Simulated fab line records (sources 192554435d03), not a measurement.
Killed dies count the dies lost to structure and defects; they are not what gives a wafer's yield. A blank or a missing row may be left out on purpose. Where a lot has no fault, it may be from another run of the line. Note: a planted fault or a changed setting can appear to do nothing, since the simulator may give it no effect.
Chamber matching ; flow n5Finfet ; N5_BEOL_M10_CURE_71 on uvCure-01 has 3 sister chambers
The step cures SiCOH lowk, time 240 s. 16 wafers are shown with their chamber, then 8 later ones without.

EACH WAFER AND ITS CHAMBER
wafer;chamber;lampPowerPct (%);wafer_temp_C_max
L078.2;1;52.31;387.0
L078.3;1;52.31;387.0
L078.6;1;52.31;387.1
L083.1;1;52.26;386.7
L083.2;1;52.25;386.5
L083.5;1;52.26;386.9
L081.1;1;52.32;386.7
L081.2;1;52.30;386.6
L081.4;1;52.35;386.5
L086.1;1;52.29;387.4
L086.2;1;52.29;386.8
L086.4;1;52.25;387.7
L088.1;2;52.28;387.8
L088.2;2;52.38;387.0
L088.4;2;52.32;386.5
L090.1;0;52.19;386.6

SIGNATURES (means of the wafers above)
reading;chamber 0;chamber 1;chamber 2;scatter within a chamber
lampPowerPct;52.1900;52.2917;52.3267;0.0349
wafer_temp_C_max;386.600;386.908;387.100;0.421
Rule: a wafer's distance from a chamber is the root of the sum, over the readings, of the square of ((its reading less the chamber's mean) divided by the reading's scatter). The wafer belongs to the nearest chamber; if the next one is less than 2 further off, it can't be placed. How the scatter is found: for the shown wafers, subtract from each reading the mean of its chamber, square and add these, divide the total by (wafers less chambers), then take the root.

WAFERS WHOSE CHAMBER IS MISSING
wafer;lampPowerPct (%);wafer_temp_C_max
L090.2;52.36;386.8
L090.4;52.29;386.7
L092.3;52.24;386.8
L092.4;52.31;386.1
L092.5;52.29;386.4
L096.3;52.38;386.4
L096.5;52.31;386.5
L096.6;52.33;386.2

WHICH CHAMBER EACH ONE RAN IN
wafer;from the rows above;in truth
L090.2;can't be placed: 2 or 1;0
L090.4;can't be placed: 1 or 2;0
L092.3;can't be placed: 1 or 0 or 2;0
L092.4;can't be placed: 1 or 2 or 0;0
L092.5;can't be placed: 1 or 2 or 0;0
L096.3;can't be placed: 2 or 1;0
L096.5;can't be placed: 1 or 2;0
L096.6;can't be placed: 1 or 2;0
Correct placement for 0 of the 8. From these rows, 8 cannot be placed; in 3 the true chamber is one of the candidates. Placed wrongly: 0.
